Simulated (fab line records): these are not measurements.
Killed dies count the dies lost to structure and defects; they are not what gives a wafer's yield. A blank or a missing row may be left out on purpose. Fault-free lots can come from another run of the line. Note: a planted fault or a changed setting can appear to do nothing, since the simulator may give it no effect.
fab line records	flow nand-harc
[record] lots = 6	wafers = 18	last-day = 34
route steps=1302 shown A_CHANNEL_FILL_D1@492 A_DECK1_JOINT@518 END@1301
lots that met no fault: from a run of the same line without faults
start-h: the number of hours between the record's first day and the start of the first shown wafer of the lot	wait-h: how many hours have passed since the lot's step before this one	" unchanged from the row above	L1.1+2: a single row standing in for several wafers	- no value present, or no start provided	* or withheld: withheld	< > ~ a bound
route shown NAME@n: a module of which the file shows steps, and the number in the route of the first	usual: mean and standard deviation over wafers with no fault	same: alike in all rows	chamber/n: place in a boat	sites: the reading at each site	_std_site: the values' standard deviation	_edge_site: mean of outer sites minus mean of inner sites	radius-mm: how far each site lies from the wafer's centre	mask NAME#n: copy n	behind: the most recent tool/chamber to have shaped the wafer	hold: why the lot went on hold/how many hours it stayed there/how the hold came to an end	device: the transistor (n, p or np) that didn't switch	end of line: the route-end tests of the same wafers	where a step has no rows: the recipe by itself	killed: at the first sort, the dies lost to defects and structure; wafer yield is something else	map: the dies of a wafer, with x for killed, . for not killed, _ for no die there
set.NAME: the run value of the setting; set.NAME@STEP: its run value at that earlier step	model.NAME: the simulator's own value behind a step, which no gauge read
lots at some steps of the route; a table a step, a row a wafer
services: a tool's chamber out of use, with start hour (start-h, from the record's first day; less than 0 if before it), hours out, and reason
[[steps]]
[step NHARC_A_CHANNEL_FILL_D1_ALD_02]
[recipe] target-thk-a = 60	pulse-time-s = 10	ald-cycles = 60	temp-c = 300	material = SiO2
[step NHARC_A_CHANNEL_FILL_D1_ALD_03]
[recipe] target-thk-a = 60	pulse-time-s = 60	ald-cycles = 58	temp-c = 630	pressure-torr = 2	material = SiNx
[step NHARC_A_CHANNEL_FILL_D1_ALD_14]
[recipe] target-thk-a = 25	pulse-time-s = 10	ald-cycles = 25	temp-c = 300	material = SiO2
[usual] heater-power-w = 479/41	precursor-pulse-height-rel = 1.002/0.021
lot.wafer	tool	chamber	start-h	wait-h	heater-power-w	precursor-pulse-height-rel
L726.1	ald-hk-02	3	200.18	0.2	475	0.985
L726.4	"	0	"	"	545	1.034
L726.5	"	1	"	"	481	1.010
L731.1	ald-hk-03	1	236.32	0.0	480	1.047
L731.4	"	3	"	"	393	1.020
L731.5	"	1	"	"	476	0.971
L733.2	ald-hk-02	0	273.03	2.7	546	1.016
L733.4	"	3	"	"	468	1.016
L733.6	"	0	"	"	536	0.986
L738.4	ald-hk-01	3	326.15	0.0	548	1.024
L738.3	"	0	"	"	459	1.028
L738.6	"	3	"	"	544	1.023
L746.3	ald-hk-02	0	397.66	0.1	516	0.993
L746.2	"	2	"	"	376	1.028
L746.6	"	0	"	"	528	0.989
L749.4	ald-hk-02	3	430.00	0.0	465	1.021
L749.2	"	0	"	"	530	1.015
L749.1	"	2	"	"	379	1.000
[step NHARC_A_CHANNEL_FILL_D1_ALD_15]
[recipe] target-thk-a = 20	pulse-time-s = 60	ald-cycles = 19	temp-c = 630	pressure-torr = 2	material = SiNx
[usual] precursor-pulse-height-rel = 1.002/0.021
lot.wafer	tool	chamber	start-h	wait-h	precursor-pulse-height-rel
L726.1	ald-sin-batch-01	0	203.39	3.1	1.021
L726.4	"	0	"	"	1.015
L726.5	"	0	"	"	1.033
L731.1	ald-sin-batch-02	0	-	-	1.017
L731.4	"	0	"	"	1.019
L731.5	"	0	"	"	0.980
L733.2	ald-sin-batch-01	0	-	-	1.004
L733.4	"	0	"	"	0.994
L733.6	"	0	"	"	0.978
L738.3	ald-sin-batch-03	0	-	-	0.995
L738.4	"	0	"	"	1.017
L738.6	"	0	"	"	1.016
L746.2	ald-sin-batch-03	0	-	-	1.023
L746.3	"	0	"	"	0.977
L746.6	"	0	"	"	0.980
L749.1	ald-sin-batch-01	0	-	-	0.985
L749.2	"	0	"	"	1.017
L749.4	"	0	"	"	0.962
[step NHARC_A_CHANNEL_FILL_D1_ALD_16]
[recipe] target-thk-a = 15	pulse-time-s = 10	ald-cycles = 15	temp-c = 300	material = SiO2
[usual] heater-power-w = 475/42	precursor-pulse-height-rel = 1.001/0.019
lot.wafer	tool	chamber	start-h	wait-h	heater-power-w	precursor-pulse-height-rel
L726.4	ald-hk-03	3	205.43	0.0	448	1.012
L726.1	"	2	"	"	467	0.987
L726.5	"	0	"	"	512	1.004
L731.1	ald-hk-01	3	241.61	0.1	530	1.009
L731.4	"	0	"	"	469	1.012
L731.5	"	1	"	"	504	1.005
L733.2	ald-hk-02	1	279.40	0.1	488	0.982
L733.4	"	3	"	"	476	0.993
L733.6	"	1	"	"	487	0.996
L738.4	ald-hk-02	2	331.34	0.0	401	0.974
L738.3	"	3	"	"	471	0.995
L738.6	"	2	"	"	404	0.999
L746.3	ald-hk-03	3	402.83	0.1	425	0.989
L746.2	"	1	"	"	489	0.978
L746.6	"	2	"	"	509	0.961
L749.2	ald-hk-02	3	435.15	0.0	471	0.986
L749.4	"	0	"	"	537	0.993
L749.1	"	1	"	"	492	0.991
[step NHARC_A_CHANNEL_FILL_D1_ANNEAL_17]
[recipe] temp-c = 850	time-s = 1800
[step NHARC_A_CHANNEL_FILL_D1_CVD_18]
[recipe] target-thk-a = 30	temp-c = 550	material = poly-Si
[step NHARC_A_CHANNEL_FILL_D1_ETCHBACK_19]
[recipe] target-depth-a = 50	time-s = 1.7	hbr-flow-sccm = 150	cl2-flow-sccm = 50	rf-w = 400	icp-w = 400	bias-w = 100	chemistry = HBr/Cl2
[usual] drypump-motor-current-A = 5.9/0.41	hbr-flow-sccm = 150.0/0.44	oes-product-au = 0.998/0.01	throttle-valve-pct = 26.406/0.0079
lot.wafer	tool	chamber	start-h	wait-h	drypump-motor-current-A	hbr-flow-sccm	oes-product-au	rf-hours-counter-h	throttle-valve-pct
L726.4	rie-si-03	0	218.43	0.4	6.1	149.7	1.004	0.86	26.414
L726.1	"	1	"	"	6.5	150.6	1.011	0.89	26.414
L726.5	"	0	"	"	6.0	149.9	1.016	-	26.422
L731.4	rie-si-04	2	253.46	0.4	5.4	150.9	0.986	0.48	26.405
L731.1	"	3	"	"	6.2	149.8	0.991	0.49	26.413
L731.5	"	0	"	"	5.4	150.0	1.008	-	26.411
L733.2	rie-si-05	2	291.65	0.4	6.0	150.0	0.990	1.14	26.410
L733.4	"	3	"	"	5.7	150.3	0.998	0.95	26.415
L733.6	"	2	"	"	6.0	150.1	0.988	-	26.399
L738.4	rie-si-05	3	343.21	0.4	5.6	150.2	0.985	0.24	26.409
L738.3	"	0	"	"	5.5	150.5	0.993	0.20	26.402
L738.6	"	2	"	"	5.9	149.5	0.997	-	26.406
L746.2	rie-si-03	1	414.79	0.4	6.5	150.6	0.993	0.01	26.395
L746.3	"	3	"	"	6.5	149.7	1.011	0.02	26.410
L746.6	"	0	"	"	6.0	150.1	1.007	-	26.419
L749.1	rie-si-03	0	447.04	0.4	6.0	150.2	0.999	0.21	26.407
L749.4	"	1	"	"	6.5	149.7	0.988	0.22	26.401
L749.2	"	3	"	"	6.5	150.6	0.990	0.20	26.407
[step NHARC_A_CHANNEL_FILL_D1_ETCHBACK_20]
[recipe] target-depth-a = 270	time-s = 13.5	c4f8-flow-sccm = withheld	o2-flow-sccm = 8	ar-flow-sccm = withheld	rf-w = 600	bias-w = 1500	chemistry = C4F8/O2/Ar
[step NHARC_A_CHANNEL_FILL_D1_STRIP_28]
[recipe] time-s = 20	o2-flow-sccm = 500	ar-flow-sccm = 0	bias-w = 0	chemistry = O2
[step NHARC_A_CHANNEL_FILL_D1_PRECLEAN_21]
[recipe] time-s = 30	chemistry = dHF
[step NHARC_A_CHANNEL_FILL_D1_SRD_23]
[step NHARC_A_CHANNEL_FILL_D1_CVD_05]
[recipe] target-thk-a = 50	temp-c = 550	material = poly-Si
[usual] spike-tc-bottom-C = 572.5/1.5	spike-tc-centre-C = 550.1/1	spike-tc-lower-C = 549.2/0.98	spike-tc-upper-C = 549.9/1.3	zone-power-centre-pct = 7.21/0.19	zone-power-top-pct = 16.1/1.3
lot.wafer	tool	chamber	start-h	wait-h	spike-tc-bottom-C	spike-tc-centre-C	spike-tc-lower-C	spike-tc-upper-C	zone-power-centre-pct	zone-power-top-pct
L726.1	lpcvd-poly-03	0	221.10	-	572.3	550.0	547.1	548.6	7.04	19.3
L726.4	"	0	"	"	571.9	548.7	549.4	549.0	7.00	19.6
L726.5	"	0	"	"	570.4	549.3	547.6	550.5	7.14	19.4
L731.1	lpcvd-poly-03	0	256.15	2.3	571.2	550.7	550.5	548.1	6.92	19.7
L731.4	"	0	"	"	570.7	551.9	549.0	548.0	7.13	19.1
L731.5	"	0	"	"	572.8	552.1	548.6	547.6	7.05	19.8
L733.2	lpcvd-poly-04	0	294.25	2.3	572.9	550.5	549.7	550.2	7.04	16.2
L733.4	"	0	"	"	573.2	549.7	549.9	550.2	7.14	15.6
L733.6	"	0	"	"	573.5	548.5	548.4	549.3	7.04	16.2
L738.3	lpcvd-poly-02	0	346.01	2.4	571.7	548.8	548.6	550.1	7.55	15.1
L738.4	"	0	"	"	571.8	550.0	549.5	548.8	7.46	15.0
L738.6	"	0	"	"	570.4	550.0	548.2	550.8	7.40	15.1
L746.2	lpcvd-poly-04	0	417.40	2.3	588.5	563.1	562.8	563.3	7.35	16.5
L746.3	"	0	"	"	586.8	563.0	560.5	563.2	7.42	16.4
L746.6	"	0	"	"	587.5	563.5	563.1	562.1	7.45	16.4
L749.1	lpcvd-poly-04	0	449.66	2.3	586.2	563.5	562.6	564.3	7.34	16.5
L749.2	"	0	"	"	586.5	564.0	562.8	564.1	7.38	16.5
L749.4	"	0	"	"	586.8	563.4	561.7	562.6	7.39	16.5
[step NHARC_A_CHANNEL_FILL_D1_ANNEAL_22]
[recipe] temp-c = 620	time-s = 7200
[step NHARC_A_CHANNEL_FILL_D1_ALD_25]
[recipe] target-thk-a = 600	pulse-time-s = 10	ald-cycles = 600	temp-c = 300	material = SiOx
[step NHARC_A_CHANNEL_FILL_D1_ETCHBACK_08]
[recipe] target-depth-a = 2200	time-s = 110	c4f8-flow-sccm = 20	ar-flow-sccm = withheld	rf-w = 600	bias-w = 300	chemistry = C4F8
[step NHARC_A_CHANNEL_FILL_D1_STRIP_29]
[recipe] time-s = 20	o2-flow-sccm = 500	ar-flow-sccm = 0	bias-w = 0	chemistry = O2
[usual] drypump-motor-current-A = 6.0/0.59	mfc-ar-sccm = 0.014/0.016	oes-product-au = 0.998/0.0094	rf-vpp-V = 57.9/0.81	showerhead-plenum-p-Torr = 3.58/0.13	throttle-valve-pct = 17.038/0.0093
lot.wafer	tool	chamber	start-h	wait-h	drypump-motor-current-A	mfc-ar-sccm	oes-product-au	rf-hours-counter-h	rf-vpp-V	showerhead-plenum-p-Torr	throttle-valve-pct
L726.1	rie-diel-01	1	-	-	5.4	0	0.991	1.4	58.7	3.75	17.032
L726.4	"	2	"	"	6.8	0	1.006	1.3	58.2	3.52	17.031
L726.5	"	1	"	"	5.4	0	0.977	-	58.8	3.75	17.043
L731.4	rie-diel-13	3	-	-	6.1	0.033	1.003	5.7	58.7	3.59	17.041
L731.1	"	2	"	"	6.5	0	0.980	3.1	58.8	3.55	17.013
L731.5	"	0	"	"	6.3	0.044	1.006	-	56.6	3.51	17.049
L733.2	rie-diel-09	3	-	-	5.4	0.030	1.007	9.0	58.9	3.77	17.052
L733.4	"	0	"	"	6.4	0.013	1.001	10.8	58.9	3.69	17.034
L733.6	"	2	"	"	6.6	0	0.995	-	57.6	3.42	17.039
L738.4	rie-diel-09	3	-	-	5.4	0.030	0.992	2.1	58.1	3.77	17.028
L738.3	"	1	"	"	6.3	0	0.989	1.1	57.9	3.40	17.049
L738.6	"	0	"	"	6.4	0.013	0.993	-	57.9	3.69	17.040
L746.3	rie-diel-13	3	-	-	6.1	0.033	1.018	3.8	56.9	3.58	17.048
L746.2	"	0	"	"	6.3	0.044	1.007	4.0	57.6	3.50	17.039
L746.6	"	0	"	"	6.3	0.044	1.006	-	57.2	3.50	17.030
L749.1	rie-diel-09	2	-	-	6.6	0	0.995	9.2	58.5	3.41	17.043
L749.2	"	3	"	"	5.4	0.030	0.990	8.7	57.3	3.76	17.056
L749.4	"	0	"	"	6.4	0.013	0.994	8.4	57.5	3.68	17.048
[step NHARC_A_CHANNEL_FILL_D1_PRECLEAN_30]
[recipe] time-s = 30	chemistry = dHF
[step NHARC_A_CHANNEL_FILL_D1_SRD_31]
[step NHARC_A_CHANNEL_FILL_D1_CVD_09]
[recipe] target-thk-a = 1500	temp-c = 620	pressure-mtorr = 200	time-s = 3000	material = poly-Si
[step NHARC_A_CHANNEL_FILL_D1_CMP_10]
[recipe] target-thk-nm = 150
[step NHARC_A_CHANNEL_FILL_D1_SRD_12]
[step NHARC_A_CHANNEL_FILL_D1_INSPECT_13]
[usual] raw-defect-count = 274/89
lot.wafer	tool	chamber	start-h	wait-h	raw-defect-count
L726.1	defect-inspect-01	-	242.58	0.0	126
L726.4	"	-	"	"	120
L726.5	"	-	"	"	156
L731.1	defect-inspect-01	-	281.02	0.0	389
L731.4	"	-	"	"	344
L731.5	"	-	"	"	305
L733.2	defect-inspect-01	-	322.22	0.0	229
L733.4	"	-	"	"	357
L733.6	"	-	"	"	213
L738.3	defect-inspect-01	-	368.18	0.0	318
L738.4	"	-	"	"	504
L738.6	"	-	"	"	292
L746.2	defect-inspect-02	-	439.72	0.0	368
L746.3	"	-	"	"	354
L746.6	"	-	"	"	235
L749.1	defect-inspect-01	-	471.17	0.0	219
L749.2	"	-	"	"	295
L749.4	"	-	"	"	288
[step NHARC_A_DECK1_JOINT_ETCHBACK_07]
[recipe] target-depth-a = 1050	time-s = 26.9	hbr-flow-sccm = 150	rf-w = 350	icp-w = 350	bias-w = 60	chemistry = HBr
[step NHARC_A_DECK1_JOINT_ETCH_25]
[recipe] target-depth-a = 5	chemistry = dHF	material = SiO2
[step NHARC_A_DECK1_JOINT_ETCH_19]
[recipe] temp-c = 25	target-depth-a = 30	chemistry = TMAH	material = poly-Si
[step NHARC_A_DECK1_JOINT_ETCH_18]
[recipe] target-depth-a = 30	chemistry = dHF	material = SiO2
[step NHARC_A_DECK1_JOINT_WET_08]
[recipe] temp-c = 160	time-s = 86	chemistry = H3PO4
[step NHARC_A_DECK1_JOINT_ETCH_09]
[recipe] target-depth-a = 50	chemistry = dHF	material = SiO2
[step NHARC_A_DECK1_JOINT_WET_10]
[recipe] temp-c = 160	time-s = 86	chemistry = H3PO4
[step NHARC_A_DECK1_JOINT_ETCH_11]
[recipe] target-depth-a = 350	chemistry = dHF	material = SiO2
[step NHARC_A_DECK1_JOINT_CVD_12]
[recipe] target-thk-a = 900	temp-c = 620	pressure-mtorr = 200	time-s = 1800	material = poly-Si
[step NHARC_A_DECK1_JOINT_CMP_13]
[recipe] target-thk-nm = 51.023
[step NHARC_A_DECK1_JOINT_THK_MEAS_14]
[recipe] thk-meas-gauge = ellipsometry
[usual] thk-nm = 50.7/1.4
lot.wafer	tool	chamber	start-h	wait-h	thk-nm
L726.1	film-metro-01	-	253.04	0.2	52.0
L726.4	"	-	"	"	49.4
L726.5	"	-	"	"	51.6
L731.1	film-metro-02	-	291.59	0.2	51.3
L731.4	"	-	"	"	51.9
L731.5	"	-	"	"	49.7
L733.2	film-metro-01	-	332.68	0.2	52.7
L733.4	"	-	"	"	46.7
L733.6	"	-	"	"	49.9
L738.3	film-metro-01	-	381.20	0.2	48.6
L738.4	"	-	"	"	48.1
L738.6	"	-	"	"	48.8
L746.2	film-metro-01	-	450.33	0.2	51.0
L746.3	"	-	"	"	50.7
L746.6	"	-	"	"	51.2
L749.1	film-metro-01	-	481.83	0.2	50.4
L749.2	"	-	"	"	49.1
L749.4	"	-	"	"	49.2
[step NHARC_A_DECK1_JOINT_SRD_04]
[step NHARC_A_DECK1_JOINT_ETCHBACK_00]
[recipe] target-depth-a = 300	time-s = 17.4	hbr-flow-sccm = 150	rf-w = 350	icp-w = 350	bias-w = 60	chemistry = HBr
[step NHARC_A_DECK1_JOINT_PRECLEAN_30]
[recipe] time-s = *	temp-c = 50	bath-age-min = 0	chemistry = SC1
[step NHARC_A_DECK1_JOINT_SRD_31]
[step NHARC_A_DECK1_JOINT_CVD_34]
[recipe] target-thk-a = 200	temp-c = 700	pressure-mtorr = 300	material = SiNx
[step NHARC_END_WLT_00]
[usual] VT_DECK1_BOTTOM = 0.872/0.0079	VT_DECK1_BOTTOM_INNER = 0.872/0.0074	VT_DECK1_MEDIAN_NEAR_BOTTOM = 0.873/0.0079	VT_DECK1_MEDIAN_NEAR_BOTTOM_INNER = 0.873/0.0073	VT_DECK1_MIDDLE = 0.887/0.0072	VT_DECK1_MIDDLE_INNER = 0.886/0.0065	VT_DECK1_TOP = 0.898/0.0072	VT_DECK1_TOP_INNER = 0.898/0.0072	VT_DECK2_BOTTOM = 0.872/0.0081	VT_DECK2_BOTTOM_INNER = 0.872/0.0075	VT_DECK2_MEDIAN_NEAR_BOTTOM = 0.873/0.0078	VT_DECK2_MEDIAN_NEAR_BOTTOM_INNER = 0.873/0.0078	VT_DECK2_MIDDLE = 0.886/0.0087	VT_DECK2_MIDDLE_INNER = 0.885/0.0078	VT_DECK2_TOP = 0.896/0.0086	VT_DECK2_TOP_INNER = 0.896/0.0081
lot.wafer	tool	chamber	start-h	wait-h	VT_DECK1_BOTTOM	VT_DECK1_BOTTOM_INNER	VT_DECK1_MEDIAN_NEAR_BOTTOM	VT_DECK1_MEDIAN_NEAR_BOTTOM_INNER	VT_DECK1_MIDDLE	VT_DECK1_MIDDLE_INNER	VT_DECK1_TOP	VT_DECK1_TOP_INNER	VT_DECK2_BOTTOM	VT_DECK2_BOTTOM_INNER	VT_DECK2_MEDIAN_NEAR_BOTTOM	VT_DECK2_MEDIAN_NEAR_BOTTOM_INNER	VT_DECK2_MIDDLE	VT_DECK2_MIDDLE_INNER	VT_DECK2_TOP	VT_DECK2_TOP_INNER
L726.1	prober-02	-	561.49	0.1	0.875	0.871	0.870	0.875	0.887	0.886	0.895	0.900	0.861	0.856	0.856	0.862	0.869	0.865	0.889	0.882
L726.4	"	-	562.99	1.6	0.862	0.870	0.877	0.864	0.891	0.882	0.897	0.894	0.847	0.857	0.855	0.864	0.882	0.873	0.884	0.885
L726.5	"	-	"	"	0.869	0.872	0.865	0.862	0.880	0.878	0.896	0.897	0.857	0.854	0.858	0.863	0.872	0.870	0.879	0.891
L731.1	prober-02	-	594.37	0.1	0.871	0.864	0.871	0.871	0.881	0.888	0.905	0.912	0.873	0.880	0.889	0.878	0.903	0.887	0.904	0.901
L731.4	"	-	595.89	1.6	0.871	0.864	0.871	0.873	0.894	0.893	0.906	0.906	0.876	0.874	0.879	0.872	0.896	0.883	0.910	0.905
L731.5	"	-	"	"	0.878	0.881	0.881	0.884	0.891	0.886	0.907	0.900	0.877	0.875	0.874	0.868	0.878	0.878	0.908	0.899
L733.2	prober-01	-	653.12	0.5	0.870	0.870	0.869	0.876	0.883	0.882	0.893	0.900	0.867	0.872	0.880	0.865	0.882	0.883	0.883	0.894
L733.4	"	-	"	"	0.858	0.868	0.865	0.871	0.883	0.878	0.893	0.900	0.868	0.874	0.876	0.866	0.881	0.882	0.894	0.892
L733.6	"	-	655.11	2.5	0.871	0.871	0.871	0.875	0.873	0.884	0.888	0.901	0.870	0.870	0.865	0.860	0.879	0.882	0.897	0.900
L738.3	prober-01	-	688.01	1.0	0.872	0.863	0.872	0.869	0.888	0.877	0.885	0.894	0.869	0.880	0.879	0.882	0.888	0.886	0.893	0.905
L738.4	"	-	"	"	0.863	0.871	0.868	0.869	0.878	0.878	0.890	0.887	0.881	0.880	0.884	0.876	0.893	0.891	0.902	0.908
L738.6	"	-	"	"	0.867	0.864	0.865	0.861	0.885	0.884	0.896	0.894	0.873	0.869	0.879	0.875	0.893	0.889	0.897	0.895
L746.2	prober-01	-	759.05	0.5	0.944	0.945	0.953	0.950	0.957	0.955	0.974	0.987	0.868	0.871	0.871	0.876	0.868	0.884	0.886	0.889
L746.3	"	-	"	"	0.936	0.940	0.933	0.952	0.967	0.958	0.977	0.976	0.875	0.867	0.866	0.873	0.880	0.875	0.900	0.898
L746.6	"	-	761.01	2.5	0.957	0.947	0.957	0.953	0.961	0.970	0.985	0.984	0.861	0.859	0.862	0.860	0.874	0.876	0.886	0.885
L749.1	prober-02	-	807.42	0.1	0.958	0.951	0.953	0.949	0.967	0.970	0.987	0.986	0.877	0.878	0.874	0.876	0.883	0.884	0.894	0.897
L749.2	"	-	"	"	0.940	0.948	0.948	0.951	0.964	0.968	0.982	0.987	0.876	0.870	0.875	0.877	0.878	0.886	0.898	0.903
L749.4	"	-	"	"	0.953	0.946	0.952	0.949	0.964	0.964	0.993	0.995	0.874	0.873	0.871	0.865	0.884	0.888	0.893	0.888
[step NHARC_END_SORT_01]
[recipe] temp-c = 25
[usual] killed-at-array = 61/20	killed-at-other = 0.9/1.1	killed-at-periphery = 3.7/2.5	killed-dies = 65/21	killed-open = 3.3/1.8	killed-short = 2.3/1.5
[same] gross-dies = 677
lot.wafer	tool	chamber	start-h	wait-h	killed-at-array	killed-at-other	killed-at-periphery	killed-dies	killed-open	killed-short
L726.1	prober-02	0	564.48	2.5	48	2	1	51	4	2
L726.4	prober-02	0	566.90	3.4	47	1	0	48	2	4
L726.5	prober-02	0	567.70	3.7	41	0	0	41	2	1
L738.3	prober-01	0	691.61	3.1	36	0	7	43	6	3
L738.4	prober-01	0	692.41	3.4	41	3	7	51	7	4
L738.6	prober-01	0	694.02	4.0	25	1	9	35	1	2
// killed by level:class
L726.1 A_CHANNEL_HOLE_D2:chamber-film-flake=36 A_CHANNEL_HOLE_D1:chamber-film-flake=2 A_CONTACT:unspecified=2 P_CONTACT:geometric-particle:open=1 A_ONON_D1:geometric-particle:open=1 A_SGD_CUT:geometric-particle:short=1 A_CONTACT:geometric-particle:open=1 A_M0:geometric-particle:open=1
L726.4 A_CHANNEL_HOLE_D2:chamber-film-flake=33 A_CHANNEL_HOLE_D1:chamber-film-flake=3 A_CHANNEL_FILL_D2:geometric-particle:short=2 A_CONTACT:chamber-film-flake=2 A_ONON_D1:geometric-particle:open=1 A_ONON_D1:geometric-particle:short=1 A_CHANNEL_FILL_D2:geometric-particle:open=1 A_SGD_CUT:geometric-particle:short=1
L726.5 A_CHANNEL_HOLE_D2:chamber-film-flake=32 A_CONTACT:chamber-film-flake=2 A_DECK1_JOINT:geometric-particle:short=1 A_ONON_D2:geometric-particle:open=1 A_M1:geometric-particle:open=1 A_ZERO_WELL:chamber-film-flake=1 A_CHANNEL_FILL_D1:chamber-film-flake=1 A_STAIRCASE:chamber-film-flake=1
L738.3 A_CHANNEL_HOLE_D1:chamber-film-flake=12 A_SLIT:chamber-film-flake=5 P_GATE:chamber-film-flake=4 A_CHANNEL_FILL_D1:chamber-film-flake=4 A_STAIRCASE:chamber-film-flake=4 A_WL_FILL:geometric-particle:short=3 P_CONTACT:geometric-particle:open=1 P_M1:geometric-particle:open=1
L738.4 A_CHANNEL_HOLE_D1:chamber-film-flake=12 A_STAIRCASE:chamber-film-flake=9 A_SLIT:chamber-film-flake=4 P_GATE:chamber-film-flake=3 A_CHANNEL_FILL_D2:geometric-particle:short=2 A_M1:geometric-particle:open=2 P_M1:chamber-film-flake=2 A_CHANNEL_FILL_D1:chamber-film-flake=2
L738.6 P_M1:chamber-film-flake=7 A_CHANNEL_HOLE_D1:chamber-film-flake=7 A_STAIRCASE:chamber-film-flake=3 A_SLIT:chamber-film-flake=3 A_WL_FILL:chamber-film-flake=3 A_CONTACT:chamber-film-flake=3 A_CHANNEL_FILL_D1:geometric-particle:short=1 A_DECK1_JOINT:geometric-particle:short=1
[[services]]
tool	chamber	start-h	hours	kind
ald-hk-02	-	194.09	1.8	repair
rie-diel-01	-	203.80	9.0	pm
ald-hk-03	-	212.05	10.0	pm
rie-diel-13	-	219.85	0.7	repair
rie-si-03	-	221.00	9.0	pm
ald-hk-03	-	227.75	0.8	repair
rie-diel-13	2	246.43	11.5	repair
rie-diel-09	3	248.15	5.3	repair
ald-hk-03	-	251.42	0.7	repair
rie-diel-13	3	259.19	2.5	repair
ald-hk-01	-	303.98	10.0	pm
rie-si-05	-	305.00	9.0	pm
rie-diel-13	0	312.82	31.4	repair
rie-diel-09	-	320.11	9.0	pm
rie-diel-09	1	331.51	15.8	repair
rie-diel-13	-	342.00	9.0	pm
ald-hk-02	-	351.03	10.0	pm
rie-diel-13	0	357.28	3.9	repair
rie-si-03	1	374.27	7.7	repair
lpcvd-poly-03	-	386.67	26.0	pm
rie-diel-13	2	390.01	2.6	repair
rie-si-03	-	398.00	9.0	pm
rie-diel-09	-	418.10	1.8	repair
rie-si-05	2	456.19	4.8	repair
[[key]]
[first-sign] step = NHARC_A_CHANNEL_FILL_D1_CVD_05	reading = spike-tc-lower-C	direction = up	sigmas = 13	usual = 549.2	struck = 562.2
[effect] step = NHARC_A_CHANNEL_FILL_D1_CVD_05	reading = spike-tc-centre-C	direction = up	sigmas = 13	usual = 550.1	struck = 563.4
[effect] step = NHARC_END_WLT_00	reading = VT_DECK1_TOP_INNER	direction = up	sigmas = 12	usual = 0.898	struck = 0.986
met-at NHARC_A_CHANNEL_FILL_D1_CVD_05
struck-wafers L746.2,L746.3,L746.6,L749.1,L749.2,L749.4
tester-left-out L746,L749
onset-between 294.25 417.40
[fault] kind = process-parameter-drift	tool = lpcvd-poly-04	chamber = -	onset-h = 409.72	steps = NHARC_A_CHANNEL_FILL_D1_CVD_05	channel = temp-c	offset = *	shape = step	end-h = 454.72	acts-in = *	stated = *
// tester-left-out: of these lots the tester's yield and bins aren't shown, on N5 and GAA mostly nor the transistor test; their killed dies are dies lost to structure and defects alone, not to doping, threshold or leakage, so they don't give the yield
